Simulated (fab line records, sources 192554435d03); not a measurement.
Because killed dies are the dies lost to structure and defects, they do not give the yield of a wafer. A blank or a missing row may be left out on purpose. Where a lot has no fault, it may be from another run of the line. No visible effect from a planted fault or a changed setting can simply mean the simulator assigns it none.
A struck lot beside a sound one    flow n5-finfet    20 out of 1938 route steps
Sound: the wafers L722.3, L722.4, L722.6. Struck: wafer L731.5. (L731.3 of the same lot was not struck and is left out.) The cause comes at the end.
At each step with rows: each side's tool, then ch and its chambers, then its first start. Under that, the readings that differ: sound wafers    struck wafers    difference of the means    sigmas: that difference in standard deviations of wafers without a fault.
alike: readings whose means differ by less than 2 such deviations, and words and numbers that are the same on both sides. not compared: withheld readings, readings that some wafer has no value for, bounds like >300 that may hide the same value, and numbers for which the record gives no deviation and whose values overlap.
The two part at a step that has a row with sigmas, a row that says differs or no value, or rows on one side only. Non-overlapping numbers with no deviation appear without sigmas and do not part them. A reading missing from all wafers of one side parts the sides only when that side holds two or more wafers.

first, 9 steps without rows for these wafers: N5_BEOL_M2_COAT_67 (time 60 s, resist thk 60 nm); N5_BEOL_M2_COAT_68 (time 60 s, resist thk 12 nm); N5_BEOL_M2_COAT_76 (time 60 s, resist thk 5 nm); N5_BEOL_M2_COAT_22 (resist thk 30 nm); N5_BEOL_M2_EBR_24; N5_BEOL_M2_SOFTBAKE_23 (time 60 s); N5_BEOL_M2_EXPOSE_25 (exposes mask V1, defocus 5 nm); N5_BEOL_M2_PEB_26 (peb time 60 s); N5_BEOL_M2_DEVELOP_27 (develop time 30 s).
N5_BEOL_M2_CD_MEAS_28: target cd 26.2 nm, target cd y 24.1 nm.
  sound on cd-sem-01 ch 0, day 8 09:31; struck on cd-sem-02 ch 0, day 10 13:49
  alike: cd-nm
N5_BEOL_M2_OVL_MEAS_29:
  sound on overlay-02 ch 0, day 8 09:33; struck on overlay-01 ch 0, day 10 13:52
  alike: V1_OVL
N5_BEOL_M2_INSPECT_30: inspects for defects (brightfield).
  struck on defect-inspect-01, day 10 13:55; sound on defect-inspect-02, day 8 09:35
  alike: raw-defect-count
N5_BEOL_M2_DESCUM_33: chemistry O2, time 7 s.
  sound on rie-diel-03 ch 1,2,3, day 8 09:38; struck on rie-diel-03 ch 2, day 10 13:56
reading                                       sound       struck  difference  sigmas
model.CAR-EUV_of_BEOL_M2_COAT_22.thk-nm (nm)  26 26.2 26  25.2    -0.9        
  alike: drypump-motor-current-A, oes-product-au, rf-fwd-power-W, rf-vpp-V, showerhead-plenum-p-Torr, throttle-valve-pct
  not compared: rf-hours-counter-h
N5_BEOL_M2_ETCH_77: etches underlayer in N2/H2, target depth 6.5 nm, time 5.2 s.
  sound on rie-diel-03 ch 1,2,3, day 8 09:40; struck on rie-diel-03 ch 2, day 10 13:59
  alike: drypump-motor-current-A, etch-rf-on-time-s, h2-flow-sccm, oes-product-au, rf-fwd-power-W, rf-vpp-V, showerhead-plenum-p-Torr, throttle-valve-pct
  not compared: rf-hours-counter-h
N5_BEOL_M2_ETCH_69: etches SiARC in CF4, target depth 15.6 nm, time 26 s.
  sound on rie-diel-03 ch 1,2,3, day 8 09:41; struck on rie-diel-03 ch 2, day 10 14:00
  alike: drypump-motor-current-A, etch-rf-on-time-s, oes-product-au, rf-fwd-power-W, rf-vpp-V, showerhead-plenum-p-Torr, throttle-valve-pct
  not compared: rf-hours-counter-h
N5_BEOL_M2_ALD_98: deposits SiO2, target thk 2.5 nm, pulse time 1 s, co reactant pulse time 1 s.
  sound on ald-sin-03 ch 2,3, day 8 09:46; struck on ald-sin-01 ch 2, day 10 14:23
  alike: chamber-pressure-Torr, heater-power-w, precursor-pulse-height-rel
N5_BEOL_M2_ETCHBACK_99: etches SiO2 in CHF3, target depth 5 nm, time 10.4 s.
  sound on rie-diel-06 ch 1,3, day 8 13:52; struck on rie-diel-05 ch 3, day 10 18:34
reading                                       sound           struck  difference  sigmas
model.CAR-EUV_of_BEOL_M2_COAT_22.thk-nm (nm)  10.4 10.6 10.4  9.4     -1.1        
  alike: drypump-motor-current-A, oes-product-au, rf-fwd-power-W, rf-vpp-V, showerhead-plenum-p-Torr, throttle-valve-pct
  not compared: rf-hours-counter-h
N5_BEOL_M2_ETCH_70: etches SOC in N2/H2, target depth 80 nm, overetch 24 nm, time 130 s.
  sound on rie-diel-06 ch 1,3, day 8 13:54; struck on rie-diel-05 ch 3, day 10 18:36
reading                      sound        struck  difference  sigmas
drypump-motor-current-A (A)  6.5 5.4 6.5  5.2     -0.9        -2
  alike: h2-flow-sccm, oes-product-au, rf-fwd-power-W, rf-vpp-V, showerhead-plenum-p-Torr, throttle-valve-pct
  not compared: rf-hours-counter-h
N5_BEOL_M4_RC_MEAS_101:
  sound on prober-01 ch 0, day 9 12:32; struck on prober-02 ch 0, day 12 00:31
reading        sound           struck  difference  sigmas
ION_P (uA/um)  461 468 471     441     -26         -3
VT_P (mV)      -248 -248 -252  -257    -8          -2
  alike: DIBL_N, DIBL_P, IOFF_N, IOFF_P, ION_N, SS_N, SS_P, VT_N
-- the record jumps here: 4 days lie between the struck wafers' starts before and after (it left off in module BEOL_M4 and takes up again in module PASSIVATION, whose first step shown is number 1936 of the route) --
N5_PASSIVATION_PROBE_49:
  rows exist in the record for the struck wafers here (prober-01, day 16 10:14), but not for the sound ones

## WHERE THEY PART
First at N5_BEOL_M2_ETCH_70; last, within this record, at N5_PASSIVATION_PROBE_49.

WHY: what the simulator had put in
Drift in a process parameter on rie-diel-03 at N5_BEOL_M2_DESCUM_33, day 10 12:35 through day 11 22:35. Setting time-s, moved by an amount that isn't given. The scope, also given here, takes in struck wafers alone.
